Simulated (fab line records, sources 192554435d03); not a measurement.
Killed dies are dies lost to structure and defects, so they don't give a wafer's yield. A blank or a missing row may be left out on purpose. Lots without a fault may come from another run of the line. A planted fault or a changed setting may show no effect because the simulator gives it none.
Which tool did it? | flow n5_finfet | 22 lots, 66 wafers sampled, at 6 steps of a route of 1938

WHAT THE GAUGES READ, wafer by wafer
The record holds no reading of a measuring or inspecting step that can be judged against a usual standard deviation.

WHICH TOOL RAN EACH LOT (tool, then ch and the chambers of the sampled wafers, then the start)
lot  | N5_HKMG_FIN_ETCH_54               | N5_HKMG_FIN_STRIP_92              | N5_HKMG_FIN_STRIP_19                | N5_HKMG_FIN_ETCH_86               | N5_GATE_CUT_VAPOR_ETCH_60         | N5_GATE_CUT_CMP_02
L074 | rie_diel-06 ch 1,3, day 4 04:02   | rie_diel-02 ch 2,3, day 4 08:01   | plasma_asher-01 ch 0,1, day 4 08:10 | rie_diel-06 ch 0,3, day 4 08:53   | rie_metal-03 ch 0,1, day 4 12:19  | cmp-02 ch 0,2, day 4 15:13
L075 | rie_diel-04 ch 2,3, day 4 04:12   | rie_diel-06 ch 0,2, day 4 08:10   | plasma_asher-02 ch 0,1, day 4 08:19 | rie_diel-06 ch 0,1, day 4 09:02   | rie_metal-02 ch 1, day 4 12:26    | cmp-03 ch 1,2, day 4 15:13
L076 | rie_diel-02 ch 2,3, day 4 12:26   | rie_diel-04 ch 2,3, day 4 16:14   | plasma_asher-01 ch 0,1, day 4 16:23 | rie_diel-06 ch 2,3, day 4 17:06   | rie_metal-01 ch 0,1, day 4 20:26  | cmp-02 ch 2,3, day 4 23:07
L077 | rie_diel-04 ch 0,1, day 4 22:01   | rie_diel-06 ch 1,2,3, day 5 02:52 | plasma_asher-02 ch 0,1, day 5 03:08 | rie_diel-04 ch 2,3, day 5 03:44   | rie_metal-01 ch 0,1, day 5 07:07  | cmp-02 ch 1,2,3, day 5 09:48
L078 | rie_diel-02 ch 0,3, day 5 04:35   | rie_diel-04 ch 1,3, day 5 08:45   | plasma_asher-02 ch 0, day 5 08:54   | rie_diel-04 ch 0,3, day 5 09:38   | rie_metal-03 ch 1, day 5 12:58    | cmp-03 ch 1,3, day 5 15:43
L079 | rie_diel-02 ch 0,2,3, day 5 09:00 | rie_diel-04 ch 0,3, day 5 12:50   | plasma_asher-02 ch 0,1, day 5 12:59 | rie_diel-06 ch 2,3, day 5 13:43   | rie_metal-01 ch 0,1, day 5 17:13  | cmp-02 ch 1,2,3, day 5 19:58
L080 | rie_diel-02 ch 2,3, day 5 14:47   | rie_diel-02 ch 1,3, day 5 18:43   | plasma_asher-02 ch 0,1, day 5 18:52 | rie_diel-06 ch 0,3, day 5 19:36   | rie_metal-01 ch 0, day 5 22:56    | cmp-02 ch 0,2, day 6 01:35
L081 | rie_diel-06 ch 0,2,3, day 5 17:55 | rie_diel-04 ch 0,1,2, day 5 21:52 | plasma_asher-01 ch 0,1, day 5 22:08 | rie_diel-02 ch 1,2,3, day 5 22:44 | rie_metal-01 ch 0,1, day 6 02:09  | cmp-04 ch 1,2, day 6 04:49
L082 | rie_diel-04 ch 1,3, day 5 23:05   | rie_diel-04 ch 1,3, day 6 03:00   | plasma_asher-02 ch 0,1, day 6 03:08 | rie_diel-02 ch 0,1, day 6 03:52   | rie_metal-02 ch 1, day 6 07:13    | cmp-04 ch 1,3, day 6 10:03
L084 | rie_diel-06 ch 0,1,2, day 6 12:41 | rie_diel-04 ch 0,1,3, day 6 16:35 | plasma_asher-02 ch 0,1, day 6 16:53 | rie_diel-06 ch 0,1,2, day 6 17:37 | rie_metal-02 ch 0,1, day 6 20:57  | cmp-03 ch 1,2,3, day 7 00:14
L085 | rie_diel-02 ch 0,1,2, day 6 19:52 | rie_diel-04 ch 0,2,3, day 6 23:32 | plasma_asher-02 ch 0,1, day 6 23:41 | rie_diel-04 ch 1,2,3, day 7 00:25 | rie_metal-03 ch 0,1, day 7 03:47  | cmp-02 ch 0,1,2, day 7 08:39
L086 | rie_diel-04 ch 0,1,2, day 7 01:52 | rie_diel-02 ch 0,2,3, day 7 05:51 | plasma_asher-02 ch 1, day 7 05:59   | rie_diel-04 ch 0,1,3, day 7 06:57 | rie_metal-03 ch 0,1, day 7 10:23  | cmp-03 ch 0,2, day 7 14:28
L088 | rie_diel-02 ch 0,1,2, day 7 13:56 | rie_diel-02 ch 0,2,3, day 7 17:43 | plasma_asher-02 ch 0,1, day 7 17:51 | rie_diel-04 ch 0,2,3, day 7 18:35 | rie_metal-01 ch 0,1, day 7 21:55  | cmp-03 ch 1,2,3, day 8 00:35
L089 | rie_diel-02 ch 1,2,3, day 7 19:31 | rie_diel-04 ch 2,3, day 7 23:17   | plasma_asher-02 ch 0,1, day 7 23:32 | rie_diel-06 ch 0,1, day 8 00:08   | rie_metal-01 ch 0,1, day 8 03:29  | cmp-03 ch 0,2,3, day 8 06:14
L090 | rie_diel-06 ch 0,2,3, day 8 00:19 | rie_diel-04 ch 1,2, day 8 04:07   | plasma_asher-01 ch 0,1, day 8 04:16 | rie_diel-02 ch 1,2, day 8 05:00   | rie_metal-01 ch 0,1, day 8 08:21  | cmp-03 ch 0,2,3, day 8 11:10
L091 | rie_diel-02 ch 0,3, day 8 09:59   | rie_diel-06 ch 0,2,3, day 8 13:50 | plasma_asher-02 ch 0,1, day 8 13:59 | rie_diel-06 ch 0,2, day 8 14:43   | rie_metal-03 ch 0,1, day 8 18:10  | cmp-03 ch 0,3, day 8 20:51
L092 | rie_diel-04 ch 0,1,2, day 8 17:17 | rie_diel-02 ch 0,1,2, day 8 21:04 | plasma_asher-02 ch 0,1, day 8 21:13 | rie_diel-04 ch 1,3, day 8 21:56   | rie_metal-03 ch 0,1, day 9 01:27  | cmp-03 ch 1,2, day 9 04:17
L093 | rie_diel-04 ch 0,1, day 8 23:40   | rie_diel-04 ch 1,2,3, day 9 07:22 | plasma_asher-02 ch 0,1, day 9 07:38 | rie_diel-02 ch 1,2,3, day 9 08:17 | rie_metal-03 ch 1, day 9 12:01    | cmp-04 ch 1,2,3, day 9 14:39
L094 | rie_diel-04 ch 0,1,2, day 9 06:10 | rie_diel-06 ch 0,2,3, day 9 09:51 | plasma_asher-02 ch 0,1, day 9 10:00 | rie_diel-04 ch 0,1,3, day 9 11:17 | rie_metal-02 ch 0,1, day 9 14:44  | cmp-03 ch 0,1,2, day 9 17:31
L095 | rie_diel-04 ch 0,2,3, day 9 10:32 | rie_diel-02 ch 0,2,3, day 9 14:28 | plasma_asher-01 ch 0,1, day 9 14:36 | rie_diel-04 ch 0,1,3, day 9 15:19 | rie_metal-01 ch 0,1, day 9 18:39  | cmp-02 ch 0,1,3, day 9 21:32
L096 | rie_diel-04 ch 0,1, day 9 16:44   | rie_diel-06 ch 1,2,3, day 9 20:28 | plasma_asher-02 ch 0,1, day 9 20:37 | rie_diel-04 ch 0,3, day 9 21:20   | rie_metal-02 ch 0,1, day 10 00:48 | cmp-02 ch 2,3, day 10 03:35
L097 | rie_diel-02 ch 1,3, day 9 18:37   | rie_diel-02 ch 0,1,2, day 9 22:26 | plasma_asher-01 ch 0,1, day 9 22:35 | rie_diel-04 ch 0,3, day 9 23:23   | rie_metal-01 ch 0,1, day 10 02:44 | cmp-04 ch 0,2,3, day 10 05:28
- N5_HKMG_FIN_ETCH_54: etches SiARC in CF4, target depth 45.5 nm, time 75.8 s.
- N5_HKMG_FIN_STRIP_92: strips SOC in N2/H2, time 20 s.
- N5_HKMG_FIN_STRIP_19: strips in N2/H2, time 360 s.
- N5_HKMG_FIN_ETCH_86: etches SOC in N2/H2, stops on TiN, target depth 393.2 nm.
- N5_GATE_CUT_VAPOR_ETCH_60: etches HfO2 in BCl3/Cl2.
- N5_GATE_CUT_CMP_02: polishes, stops on SiO2, t overpolish 12.7 s, target thk 0 nm.

WHAT THE TOOLS THEMSELVES READ (means of the sampled wafers that have a number; where no wafer has one, the mark that the record gives instead)
N5_HKMG_FIN_ETCH_54. Usual: drypump_motor_current_A 5.6 A, standard deviation 0.56; etch_rf_on_time_s 75.0 s, standard deviation 1.4; oes_product_au 0.70 a.u., standard deviation 0.079; rf_vpp_V 184.2 V, standard deviation 1.1; showerhead_plenum_p_Torr 2.15 Torr, standard deviation 0.059; throttle_valve_pct 15.52 %, standard deviation 0.23.
lot  | tool        | drypump_motor_current_A (A) | etch_rf_on_time_s (s) | oes_product_au (a.u.) | rf_vpp_V (V) | showerhead_plenum_p_Torr (Torr) | throttle_valve_pct (%) | flag
L074 | rie_diel-06 | 5.1                         | 75.9                  | 0.61                  | 184.7        | 2.15                            | 15.83                  |
L075 | rie_diel-04 | 5.4                         | 74.7                  | 0.75                  | 184.6        | 2.18                            | 15.43                  |
L076 | rie_diel-02 | 5.3                         | 75.4                  | 0.75                  | 184.7        | 2.20                            | 15.54                  |
L077 | rie_diel-04 | 5.8                         | 74.3                  | 0.68                  | 184.3        | 2.15                            | 15.46                  |
L078 | rie_diel-02 | 5.3                         | 76.2                  | 0.66                  | 183.4        | 2.12                            | 15.68                  |
L079 | rie_diel-02 | 5.3                         | 75.9                  | 0.70                  | 184.2        | 2.16                            | 15.61                  |
L080 | rie_diel-02 | 5.2                         | 73.7                  | 0.74                  | 184.5        | 2.20                            | 15.57                  |
L081 | rie_diel-06 | 5.6                         | 75.3                  | 0.67                  | 183.8        | 2.12                            | 15.60                  |
L082 | rie_diel-04 | 5.5                         | 73.3                  | 0.67                  | 183.2        | 2.15                            | 15.59                  |
L084 | rie_diel-06 | 5.7                         | 75.8                  | 0.73                  | 183.2        | 2.14                            | 15.51                  |
L085 | rie_diel-02 | 5.5                         | 75.5                  | 0.70                  | 183.2        | 2.09                            | 15.66                  |
L086 | rie_diel-04 | 5.6                         | 74.2                  | 0.71                  | 184.6        | 2.16                            | 15.36                  |
L088 | rie_diel-02 | 5.5                         | 75.0                  | 0.69                  | 183.2        | 2.09                            | 15.67                  |
L089 | rie_diel-02 | 5.8                         | 75.6                  | 0.75                  | 185.2        | 2.17                            | 15.46                  |
L090 | rie_diel-06 | 5.6                         | 76.4                  | 0.65                  | 183.5        | 2.11                            | 15.63                  |
L091 | rie_diel-02 | 5.3                         | 75.1                  | 0.81                  | 186.4        | 2.27                            | 15.39                  |
L092 | rie_diel-04 | 5.7                         | 74.1                  | 0.71                  | 184.6        | 2.16                            | 15.38                  |
L093 | rie_diel-04 | 6.0                         | 74.9                  | 0.68                  | 184.1        | 2.16                            | 15.34                  |
L094 | rie_diel-04 | 5.6                         | 74.7                  | 0.70                  | 184.1        | 2.16                            | 15.40                  |
L095 | rie_diel-04 | 5.6                         | 73.5                  | 0.72                  | 183.6        | 2.17                            | 15.36                  |
L096 | rie_diel-04 | 6.0                         | 75.2                  | 0.67                  | 184.0        | 2.16                            | 15.34                  |
L097 | rie_diel-02 | 6.4                         | 75.0                  | 0.76                  | 183.6        | 2.14                            | 15.37                  |

N5_HKMG_FIN_STRIP_92. Usual: drypump_motor_current_A 5.6 A, standard deviation 0.52; oes_product_au 0.83 a.u., standard deviation 0.091; rf_vpp_V 54.2 V, standard deviation 0.96; showerhead_plenum_p_Torr 3.38 Torr, standard deviation 0.087; throttle_valve_pct 19.0 %, standard deviation 0.33.
lot  | tool        | drypump_motor_current_A (A) | oes_product_au (a.u.) | rf_vpp_V (V) | showerhead_plenum_p_Torr (Torr) | throttle_valve_pct (%) | flag
L074 | rie_diel-02 | 5.6                         | 0.92                  | 54.9         | 3.52                            | 19.0                   |
L075 | rie_diel-06 | 6.0                         | 0.88                  | 53.3         | 3.32                            | 19.0                   |
L076 | rie_diel-04 | 5.3                         | 0.93                  | 54.5         | 3.41                            | 18.9                   |
L077 | rie_diel-06 | 5.5                         | 0.78                  | 54.6         | 3.36                            | 19.2                   |
L078 | rie_diel-04 | 5.5                         | 0.77                  | 54.1         | 3.36                            | 19.3                   |
L079 | rie_diel-04 | 6.0                         | 0.86                  | 54.4         | 3.41                            | 18.6                   |
L080 | rie_diel-02 | 6.2                         | 0.96                  | 55.0         | 3.48                            | 18.9                   |
L081 | rie_diel-04 | 5.6                         | 0.85                  | 55.3         | 3.39                            | 18.8                   |
L082 | rie_diel-04 | 5.5                         | 0.79                  | 54.1         | 3.37                            | 19.2                   |
L084 | rie_diel-04 | 5.8                         | 0.80                  | 53.9         | 3.38                            | 18.9                   |
L085 | rie_diel-04 | 5.6                         | 0.87                  | 54.5         | 3.40                            | 18.8                   |
L086 | rie_diel-02 | 5.3                         | 0.78                  | 54.3         | 3.37                            | 19.2                   |
L088 | rie_diel-02 | 5.3                         | 0.79                  | 54.1         | 3.37                            | 19.2                   |
L089 | rie_diel-04 | 5.2                         | 0.88                  | 55.2         | 3.39                            | 18.9                   |
L090 | rie_diel-04 | 5.3                         | 0.85                  | 53.9         | 3.38                            | 19.0                   |
L091 | rie_diel-06 | 5.6                         | 0.76                  | 53.9         | 3.31                            | 19.2                   |
L092 | rie_diel-02 | 5.5                         | 0.89                  | 53.9         | 3.41                            | 19.1                   |
L093 | rie_diel-04 | 5.3                         | 0.80                  | 54.7         | 3.37                            | 19.1                   |
L094 | rie_diel-06 | 5.6                         | 0.75                  | 53.8         | 3.31                            | 19.2                   |
L095 | rie_diel-02 | 5.3                         | 0.86                  | 54.2         | 3.50                            | 19.0                   |
L096 | rie_diel-06 | 5.5                         | 0.80                  | 53.4         | 3.35                            | 19.1                   |
L097 | rie_diel-02 | 5.5                         | 0.87                  | 54.5         | 3.41                            | 19.1                   |

N5_HKMG_FIN_STRIP_19. Usual: drypump_motor_current_A 6.33 A, standard deviation 0.3; heater_power_w 458 W, standard deviation 26.
lot  | tool            | drypump_motor_current_A (A) | heater_power_w (W) | flag
L074 | plasma_asher-01 | 6.17                        | 482                |
L075 | plasma_asher-02 | 6.40                        | 453                |
L076 | plasma_asher-01 | 6.16                        | 489                |
L077 | plasma_asher-02 | 6.45                        | 440                |
L078 | plasma_asher-02 | 6.40                        | 454                |
L079 | plasma_asher-02 | 6.47                        | 440                |
L080 | plasma_asher-02 | 6.39                        | 455                |
L081 | plasma_asher-01 | 6.18                        | 475                |
L082 | plasma_asher-02 | 6.42                        | 450                |
L084 | plasma_asher-02 | 6.40                        | 452                |
L085 | plasma_asher-02 | 6.41                        | 450                |
L086 | plasma_asher-02 | 6.46                        | 438                |
L088 | plasma_asher-02 | 6.46                        | 441                |
L089 | plasma_asher-02 | 6.45                        | 439                |
L090 | plasma_asher-01 | 6.17                        | 487                |
L091 | plasma_asher-02 | 6.43                        | 456                |
L092 | plasma_asher-02 | 6.46                        | 441                |
L093 | plasma_asher-02 | 6.43                        | 439                |
L094 | plasma_asher-02 | 6.44                        | 448                |
L095 | plasma_asher-01 | 5.83                        | 492                |
L096 | plasma_asher-02 | 6.41                        | 451                |
L097 | plasma_asher-01 | 5.85                        | 497                |

N5_HKMG_FIN_ETCH_86. Usual: drypump_motor_current_A 5.6 A, standard deviation 0.49; oes_product_au 0.81 a.u., standard deviation 0.087; rf_vpp_V 240.7 V, standard deviation 1.1; showerhead_plenum_p_Torr 2.55 Torr, standard deviation 0.055; throttle_valve_pct 17.76 %, standard deviation 0.25.
lot  | tool        | drypump_motor_current_A (A) | oes_product_au (a.u.) | rf_vpp_V (V) | showerhead_plenum_p_Torr (Torr) | throttle_valve_pct (%) | flag
L074 | rie_diel-06 | 5.3                         | 0.74                  | 239.7        | 2.54                            | 17.95                  |
L075 | rie_diel-06 | 5.6                         | 0.71                  | 241.4        | 2.56                            | 17.90                  |
L076 | rie_diel-06 | 5.7                         | 0.86                  | 240.3        | 2.51                            | 17.80                  |
L077 | rie_diel-04 | 5.4                         | 0.85                  | 241.3        | 2.58                            | 17.69                  |
L078 | rie_diel-04 | 6.0                         | 0.85                  | 241.5        | 2.58                            | 17.41                  |
L079 | rie_diel-06 | 5.7                         | 0.84                  | 240.6        | 2.50                            | 17.82                  |
L080 | rie_diel-06 | 5.3                         | 0.72                  | 240.9        | 2.53                            | 17.97                  |
L081 | rie_diel-02 | 5.8                         | 0.90                  | 241.9        | 2.59                            | 17.73                  |
L082 | rie_diel-02 | 5.6                         | 0.77                  | 239.3        | 2.43                            | 17.91                  |
L084 | rie_diel-06 | 5.7                         | 0.84                  | 240.9        | 2.54                            | 17.74                  |
L085 | rie_diel-04 | 5.4                         | 0.80                  | 241.2        | 2.56                            | 17.76                  |
L086 | rie_diel-04 | 5.7                         | 0.78                  | 240.7        | 2.56                            | 17.70                  |
L088 | rie_diel-04 | 5.7                         | 0.84                  | 240.5        | 2.57                            | 17.53                  |
L089 | rie_diel-06 | 5.6                         | 0.77                  | 240.4        | 2.55                            | 17.80                  |
L090 | rie_diel-02 | 6.1                         | 0.87                  | 240.3        | 2.52                            | 17.78                  |
L091 | rie_diel-06 | 5.9                         | 0.75                  | 240.1        | 2.51                            | 17.81                  |
L092 | rie_diel-04 | 5.5                         | 0.76                  | 240.1        | 2.55                            | 17.91                  |
L093 | rie_diel-02 | 5.9                         | 0.85                  | 241.0        | 2.58                            | 17.78                  |
L094 | rie_diel-04 | 5.7                         | 0.77                  | 240.8        | 2.55                            | 17.73                  |
L095 | rie_diel-04 | 5.7                         | 0.76                  | 240.7        | 2.55                            | 17.71                  |
L096 | rie_diel-04 | 6.0                         | 0.80                  | 240.5        | 2.57                            | 17.47                  |
L097 | rie_diel-04 | 6.0                         | 0.80                  | 240.4        | 2.57                            | 17.48                  |

N5_GATE_CUT_VAPOR_ETCH_60. Usual: drypump_motor_current_A 6.00 A, standard deviation 0.25; oes_product_au 0.72 a.u., standard deviation 0.094.
lot  | tool         | drypump_motor_current_A (A) | oes_product_au (a.u.) | flag
L074 | rie_metal-03 | 6.03                        | 0.80                  |
L075 | rie_metal-02 | 5.82                        | 0.75                  |
L076 | rie_metal-01 | 6.17                        | 0.74                  |
L077 | rie_metal-01 | 5.94                        | 0.70                  |
L078 | rie_metal-03 | 6.11                        | 0.88                  |
L079 | rie_metal-01 | 5.93                        | 0.70                  |
L080 | rie_metal-01 | 6.39                        | 0.78                  |
L081 | rie_metal-01 | 5.92                        | 0.70                  |
L082 | rie_metal-02 | 5.81                        | 0.74                  |
L084 | rie_metal-02 | 5.90                        | 0.70                  |
L085 | rie_metal-03 | 5.90                        | 0.70                  |
L086 | rie_metal-03 | 5.90                        | 0.69                  |
L088 | rie_metal-01 | 6.19                        | 0.73                  |
L089 | rie_metal-01 | 6.16                        | 0.73                  |
L090 | rie_metal-01 | 5.97                        | 0.68                  |
L091 | rie_metal-03 | 5.90                        | 0.68                  |
L092 | rie_metal-03 | 6.01                        | 0.77                  |
L093 | rie_metal-03 | 6.15                        | 0.84                  |
L094 | rie_metal-02 | 5.92                        | 0.69                  |
L095 | rie_metal-01 | 6.16                        | 0.71                  |
L096 | rie_metal-02 | 6.00                        | 0.65                  |
L097 | rie_metal-01 | 5.93                        | 0.67                  |

N5_GATE_CUT_CMP_02. Usual: head_pressure_psi 2.500 psi, standard deviation 0.0057; motor_current_A 9.3 A, standard deviation 0.89; overpolish_run_s 12.700 s, standard deviation 0.0095; time_to_endpoint_s 26.8 s, standard deviation 2.3.
lot  | tool   | head_pressure_psi (psi) | motor_current_A (A) | overpolish_run_s (s) | time_to_endpoint_s (s) | flag
L074 | cmp-02 | 2.503                   | 9.6                 | 12.708               | 23.2                   |
L075 | cmp-03 | 2.506                   | 9.0                 | 12.704               | 27.1                   |
L076 | cmp-02 | 2.498                   | 10.3                | 12.693               | 24.1                   |
L077 | cmp-02 | 2.502                   | 10.0                | 12.701               | 26.1                   |
L078 | cmp-03 | 2.499                   | 8.8                 | 12.703               | 27.1                   |
L079 | cmp-02 | 2.498                   | 10.1                | 12.704               | 25.5                   |
L080 | cmp-02 | 2.501                   | 10.1                | 12.701               | 23.4                   |
L081 | cmp-04 | 2.502                   | 9.3                 | 12.702               | 30.2                   |
L082 | cmp-04 | 2.500                   | 9.3                 | 12.701               | 29.1                   |
L084 | cmp-03 | 2.507                   | 9.1                 | 12.699               | 31.7                   |
L085 | cmp-02 | 2.496                   | 9.6                 | 12.698               | 25.9                   |
L086 | cmp-03 | 2.502                   | 8.7                 | 12.702               | 26.5                   |
L088 | cmp-03 | 2.497                   | 9.2                 | 12.703               | 27.9                   |
L089 | cmp-03 | 2.498                   | 8.7                 | 12.703               | 27.0                   |
L090 | cmp-03 | 2.505                   | 8.7                 | 12.702               | 28.8                   |
L091 | cmp-03 | 2.504                   | 8.8                 | 12.696               | 29.1                   |
L092 | cmp-03 | 2.500                   | 9.0                 | 12.698               | 27.9                   |
L093 | cmp-04 | 2.496                   | 9.4                 | 12.692               | 24.8                   |
L094 | cmp-03 | 2.505                   | 8.7                 | 12.710               | 28.1                   |
L095 | cmp-02 | 2.497                   | 10.3                | 12.704               | 25.8                   |
L096 | cmp-02 | 2.497                   | 10.4                | 12.688               | 25.7                   |
L097 | cmp-04 | 2.495                   | 9.5                 | 12.702               | 26.2                   |

THE ANSWER, worked out from the rows above alone
Rule: a lot is off if the mean of its wafers that have a number lies more than 3 standard deviations from the usual mean. A lot without any number at a reading at which 4 lots or more have one is off too. The other lots that the step has rows for count as sound. The gauges are gone through in route order, then the tools' own readings, and for those a lot's mean is taken as printed above. The first step at which some lot is off is used, and at that step the reading that is off furthest; a lot without a number counts as furthest.
No lot is off at any reading shown: from this, nothing can be told.

WHAT THE SIMULATOR HAD PUT IN
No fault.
